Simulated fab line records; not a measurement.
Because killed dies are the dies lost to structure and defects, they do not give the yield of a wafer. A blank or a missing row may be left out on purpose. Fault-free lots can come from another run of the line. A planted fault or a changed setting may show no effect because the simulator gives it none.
fab line records    flow n5-finfet    part 2 of 2: steps 21 to 26 of 26
record lots=5  wafers=15  last-day=18
route steps=1938 shown ILD0@345 SDB@347
lots with no fault: from the same line, run without faults
start-h: hours from the record's opening day to when the first of the lot's shown wafers began    wait-h: hours from the lot's prior step to this one    " identical to the entry in the row above    L1.1+2: several wafers, shown together as one row    - value missing, or start not given    * or withheld: withheld    < > ~ a bound
route shown NAME@n: names a module that has steps shown in the file, with the first one's number in the route    usual: mean/standard deviation taken from wafers without a fault    same: alike in all rows    chamber/n: place in a boat    sites: per-site readings    _std_site: how widely they spread, as a standard deviation    _edge_site: inner sites' mean taken away from outer sites' mean    radius-mm: how far each site lies from the wafer's centre    mask NAME#n: copy n    behind: the last tool/chamber to shape the wafer    hold: why the lot went on hold/how many hours it stayed there/how the hold came to an end    device: which transistor (n, p or np) failed to switch    end of line: the same wafers' tests at the end of the route    a step with no rows: only its recipe    killed: not the wafer's yield, but the dies lost to structure and defects at the first sort    map: a wafer's dies, marking killed ones x, the rest . and places with no die _
set.NAME: setting as actually run; set.NAME@STEP: the setting as run at that earlier step    model.NAME: the simulator's own value behind a step, which no gauge read
certain route steps with their lots: each step a table, each wafer a row
services: when a tool's chamber went out of use (start-h, in hours from the record's first day, below 0 if earlier), for how many hours, and the reason
## steps
# step N5_SDB_STRIP_22
# recipe chemistry=N2/H2  power-w=1000  temp-c=250  h2-frac=0.65  overash-fraction=0.3  pressure-mtorr=withheld  n2-flow-sccm=1750  h2-flow-sccm=3250
# usual drypump-motor-current-A=5.6/0.38  heater-power-w=345/33  oes-product-au=0.714/0.0046  strip-time-to-endpoint-s=96.3/0.38
lot.wafer  tool             chamber  start-h  wait-h  drypump-motor-current-A  heater-power-w  oes-product-au  rf-hours-counter-h  strip-time-to-endpoint-s
L080.3     plasma-asher-02  0        104.92   0.1     6.5                      376             0.706           -                   96.0
L080.4     "                1        "        "       5.7                      365             0.719           -                   95.8
L080.5     "                1        "        "       5.7                      366             0.710           -                   96.0
L084.1     plasma-asher-01  0        127.36   0.1     5.5                      362             0.714           46                  96.2
L084.2     "                1        "        "       5.3                      309             0.719           46                  96.3
L084.3     "                1        "        "       5.3                      304             0.715           -                   96.3
L087.1     plasma-asher-02  1        145.60   0.1     5.8                      371             0.714           101                 96.3
L087.2     "                0        "        "       6.5                      388             0.713           101                 95.9
L087.3     "                1        "        "       5.8                      372             0.711           -                   96.5
L091.1     plasma-asher-02  1        167.68   0.1     5.7                      355             0.709           105                 95.9
L091.5     "                1        "        "       5.7                      373             0.714           -                   96.1
L091.6     "                0        "        "       6.5                      387             0.717           -                   96.5
L093.1     plasma-asher-01  0        186.80   0.1     5.5                      363             0.718           58                  96.4
L093.2     "                1        "        "       5.3                      303             0.722           58                  96.1
L093.4     "                1        "        "       5.3                      314             0.715           -                   95.6
# step N5_SDB_PRECLEAN_23
# recipe chemistry=dHF  time-s=30  temp-c=25  dilution=withheld
lot.wafer   tool          chamber  start-h  wait-h
L080.3+4+5  wet-bench-01  1,3,4    105.03   0.1
L084.1+2+3  wet-bench-04  4,7,0    127.51   0.1
L087.1+2+3  wet-bench-04  6,7,1    145.75   0.1
L091.1+5+6  wet-bench-06  5,3,4    167.82   0.1
L093.1+2+4  wet-bench-01  0,7,6    186.95   0.1
# step N5_SDB_DUMMY_REMOVE_24
# recipe chemistry=TMAH  temp-c=70  target=poly-Si  stop-on=SiO2  target-depth-nm=142  conc-wt-pct=5  time-s=57  dry=ipa-marangoni  rinse-time-s=30  rinse-temp-c=23
# usual bath-guard-temp-C=70.0/0.42  bath-heat-duty-pct=13.6/1.7  rinse-temp-c=22.99/0.097
lot.wafer  tool          chamber  start-h  wait-h  bath-guard-temp-C  bath-heat-duty-pct  rinse-temp-c
L080.3     wet-bench-01  1        105.04   0.0     69.8               15.2                22.88
L080.4     "             3        "        "       69.4               13.5                22.99
L080.5     "             4        "        "       70.3               15.2                23.12
L084.1     wet-bench-04  4        127.52   0.0     69.7               13.7                22.92
L084.2     "             7        "        "       70.0               12.9                22.89
L084.3     "             0        "        "       69.3               13.4                22.92
L087.1     wet-bench-04  6        145.77   0.0     69.8               12.8                22.90
L087.2     "             7        "        "       69.9               13.0                23.08
L087.3     "             1        "        "       70.1               14.6                22.95
L091.1     wet-bench-06  5        167.83   0.0     69.5               17.2                22.98
L091.5     "             3        "        "       70.7               14.0                23.14
L091.6     "             4        "        "       70.3               11.7                23.07
L093.1     wet-bench-01  0        186.96   0.0     69.5               11.1                23.01
L093.2     "             7        "        "       69.9               12.3                23.14
L093.4     "             6        "        "       69.8               12.7                22.90
# step N5_SDB_ETCH_25
# recipe chemistry=C4F6/O2  target=SiO2  target-depth-a=100  time-s=3.3  ion-energy-ev=250  mask-material=SiNx  pressure-mtorr=30  source-w=345  bias-w=185  Ar_flow_sccm=300  C4F6_flow_sccm=10  O2_flow_sccm=10
# usual C4F6_flow_sccm=9.999/0.028  O2_flow_sccm=10.00/0.031  drypump-motor-current-A=5.7/0.38  oes_f_703_au=0.77/0.086  oes-product-au=0.78/0.098  rf-vpp-V=666/15  showerhead-plenum-p-Torr=2.86/0.11  throttle-valve-pct=21.21/0.28
lot.wafer  tool         chamber  start-h  wait-h  C4F6_flow_sccm  O2_flow_sccm  drypump-motor-current-A  oes_f_703_au  oes-product-au  rf-hours-counter-h  rf-vpp-V  showerhead-plenum-p-Torr  throttle-valve-pct
L080.3     rie-diel-05  2        105.33   0.3     10.043          9.97          6.1                      0.75          0.75            154                 679       2.96                      21.35
L080.4     "            1        "        "       9.963           10.04         5.5                      0.68          0.69            210                 651       2.80                      21.25
L080.5     "            0        "        "       9.994           10.02         6.1                      0.73          0.72            -                   643       2.71                      21.08
L084.1     rie-diel-03  2        128.02   0.5     10.006          10.00         5.2                      0.69          0.70            227                 662       2.84                      21.55
L084.2     "            1        "        "       9.990           9.99          6.1                      0.68          0.69            258                 659       2.81                      20.99
L084.3     "            0        "        "       9.959           9.98          6.2                      0.70          0.72            179                 673       2.95                      21.33
L087.1     rie-diel-03  1        145.86   0.0     9.968           9.94          6.1                      0.67          0.68            266                 660       2.80                      20.99
L087.2     "            2        "        "       9.996           10.00         5.2                      0.69          0.69            235                 661       2.83                      21.58
L087.3     "            0        "        "       10.015          10.00         6.2                      0.69          0.70            187                 674       2.94                      21.37
L091.1     rie-diel-05  3        167.89   0.0     10.003          10.04         6.1                      0.74          0.72            199                 642       2.70                      21.02
L091.5     "            1        "        "       9.979           9.98          5.5                      0.67          0.67            -                   653       2.80                      21.28
L091.6     "            0        "        "       9.957           10.00         6.1                      0.72          0.69            -                   644       2.70                      21.11
L093.1     rie-diel-05  3        187.24   0.3     10.006          10.06         6.1                      0.74          0.72            205                 641       2.69                      21.04
L093.2     "            2        "        "       10.034          10.00         6.1                      0.73          0.73            175                 680       2.95                      21.39
L093.4     "            1        "        "       9.996           10.05         5.5                      0.67          0.67            232                 651       2.80                      21.28
# step N5_SDB_CUT_ETCH_26
# recipe chemistry=HBr/Cl2/O2  target=Si  target-depth-a=1296  bt-time-s=20  mask-material=SiNx  time-s=51.8  ion-energy-ev=*  bias-w=*  pressure-mtorr=10  icp-w=800  HBr_flow_sccm=150  Cl2_flow_sccm=80  O2_flow_sccm=12
# usual O2_flow_sccm=12.01/0.036  drypump-motor-current-A=5.5/0.56  oes-product-au=1.001/0.018  throttle-valve-pct=37.0/0.31
lot.wafer  tool       chamber  start-h  wait-h  O2_flow_sccm  drypump-motor-current-A  oes-product-au  rf-hours-counter-h  throttle-valve-pct
L080.3     rie-si-01  2        105.41   0.1     11.93         5.2                      0.995           127                 37.1
L080.4     "          3        "        "       11.99         5.6                      0.998           62                  37.5
L080.5     "          1        "        "       11.99         4.9                      1.020           -                   36.6
L084.1     rie-si-05  2        128.10   0.1     12.01         6.7                      1.020           125                 37.2
L084.2     "          1        "        "       12.02         5.9                      0.976           89                  36.8
L084.3     "          0        "        "       11.99         5.4                      1.013           5                   37.3
L087.1     rie-si-05  2        145.94   0.1     11.95         6.7                      1.034           125                 37.2
L087.2     "          0        "        "       12.03         5.5                      1.000           5                   37.3
L087.3     "          1        "        "       11.98         5.9                      0.974           90                  36.8
L091.1     rie-si-06  2        167.98   0.1     11.96         5.2                      1.014           141                 36.8
L091.5     "          3        "        "       12.06         6.7                      1.018           -                   37.5
L091.6     "          0        "        "       11.96         5.3                      0.982           -                   37.4
L093.1     rie-si-01  3        187.32   0.1     12.03         5.6                      1.007           64                  37.5
L093.2     "          0        "        "       11.97         5.0                      1.005           7                   36.9
L093.4     "          2        "        "       12.00         5.2                      1.001           129                 37.0
# step N5_SDB_PRECLEAN_38
# recipe chemistry=dHF  time-s=10  dilution=750:1  temp-c=25
# usual bath-heat-duty-pct=6.2/0.89
lot.wafer  tool          chamber  start-h  wait-h  bath-heat-duty-pct
L080.3     wet-bench-04  4        105.53   0.1     5.6
L080.4     "             0        "        "       6.6
L080.5     "             2        "        "       5.7
L084.1     wet-bench-04  1        128.22   0.1     7.6
L084.2     "             6        "        "       6.1
L084.3     "             3        "        "       5.4
L087.1     wet-bench-06  2        146.06   0.1     6.1
L087.2     "             4        "        "       4.7
L087.3     "             6        "        "       8.0
L091.1     wet-bench-04  4        168.10   0.1     5.8
L091.5     "             3        "        "       5.2
L091.6     "             2        "        "       5.2
L093.1     wet-bench-01  0        187.44   0.1     4.4
L093.2     "             3        "        "       6.6
L093.4     "             7        "        "       6.4
## services
tool             chamber  start-h  hours  kind
plasma-asher-01  -        82.60    2.8    pm
pecvd-01         0        98.28    16.8   repair
arfi-scanner-02  -        106.76   1.3    pm
arfi-scanner-03  -        108.87   1.3    pm
plasma-asher-01  -        112.36   0.9    repair
pecvd-01         -        114.40   2.8    pm
rie-si-01        1        116.59   5.4    repair
arfi-scanner-01  -        119.02   0.8    pm
arfi-scanner-01  -        128.20   5.0    repair
pecvd-04         -        131.73   0.5    repair
rie-si-06        3        133.35   6.9    repair
plasma-asher-02  -        140.60   4.3    pm
arfi-scanner-02  -        141.80   0.8    pm
rie-diel-05      -        147.61   14.6   pm
arfi-scanner-02  -        148.22   3.9    pm
pecvd-01         -        151.85   14.6   pm
arfi-scanner-01  -        155.11   2.6    repair
arfi-scanner-03  -        163.11   1.0    pm
arfi-scanner-01  -        165.48   1.3    pm
pecvd-04         0        165.96   12.2   repair
arfi-scanner-03  -        169.59   0.7    repair
arfi-scanner-02  -        173.52   1.0    pm
rie-diel-05      0        175.21   1.2    repair
arfi-scanner-01  -        187.19   4.9    pm
